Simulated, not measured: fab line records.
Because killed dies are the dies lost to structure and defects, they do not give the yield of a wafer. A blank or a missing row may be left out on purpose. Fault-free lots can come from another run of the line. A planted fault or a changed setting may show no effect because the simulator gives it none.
Problem report, 8D (eight disciplines) form, completed by code | flow n5Finfet | the parts of the form that need people (team, actions taken, sign-off) are left out

## 1. PROBLEM STATEMENT
At N5_BEOL_M8_COAT_22, spinSpeedRpm averages 1563.2 rpm over 6 wafers from 2 lots, while fault-free wafers read 1499.8 rpm, standard deviation 1.1. That is +58 standard deviations from the usual mean.
The step: resist thk 30 nm.
The first sign was on wafer L307.1 at day 13 12:54, on lithoTrack-03. Wafers with a number at this step in the record: 18, from 6 lots. Rule for "out" (also "out of limits"): further than 4 standard deviations from the usual mean. The rest of the wafers with a number are treated as sound.

## 2. WHAT IT IS, AND WHAT IT ISN'T
question                    | is                     | is not
which readings at this step | spinSpeedRpm           | -
which lots                  | L307, L310             | L314, L316, L319, L320
which wafers of those lots  | all that have a number | -
read on which tools         | lithoTrack-03          | lithoTrack-01, lithoTrack-02
when                        | from day 13 12:54      | up to then (0 sound wafers); but 12 sound wafers of L314, L316, L319, L320 came after

## 3. SUSPECTS, AND WHAT RULES EACH OUT
Counting: a tool at any process step up to the reading remains a suspect when it ran all the lots that are out and ran no sound lot after the first of those.
- rieMetal-03 at N5_BEOL_M8_HM_OPEN_17 (chemistry Cl2/BCl3, target TiN, target depth 20 nm, overetch 6 nm): ruled out as a lasting fault. Following L307 (day 13 12:41), the first lot on it that is out, the sound lots L314, L316, L319 were run on it.
- lithoTrack-03 at N5_BEOL_M8_COAT_22 (resist thk 30 nm): ruled out as a lasting fault. Following L307 (day 13 12:54), the first lot on it that is out, the sound lots L320 were run on it.
Left after counting: nothing in the record.

## 4. THE CAUSE (what the simulator had put in)
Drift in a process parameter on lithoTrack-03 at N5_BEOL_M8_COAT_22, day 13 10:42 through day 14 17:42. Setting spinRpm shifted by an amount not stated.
Counting ruled it out, wrongly.

## 5. THE CHAIN OF EFFECTS, in route order
Rows list readings where the struck wafers' mean (over those with a number) sits beyond 3 standard deviations from the usual. Scope: only readings with a usual standard deviation given in the record; hours: median across lots of the time from each lot's start at the first step in this table that gives one to its start at this step; sigmas: change in usual standard deviations.
hours | step               | reading      | usual      | on struck wafers | change | sigmas
0     | N5_BEOL_M8_COAT_22 | spinSpeedRpm | 1499.8 rpm | 1563.2           | +63.4  | +58
It contains these process steps:
- N5_BEOL_M8_COAT_22: resist thk 30 nm.
Later steps that measure or inspect, where all struck wafers having a row at the step show a number for every such reading and not one has moved that far: N5_BEOL_M8_CD_MEAS_28, N5_BEOL_M8_OVL_MEAS_29, N5_BEOL_M8_INSPECT_30.

## 6. WHAT WOULD HAVE CAUGHT IT SOONER
2 hours passed between the start of the fault at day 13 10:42 and the first reading out of limits in this record, taken at day 13 12:54.
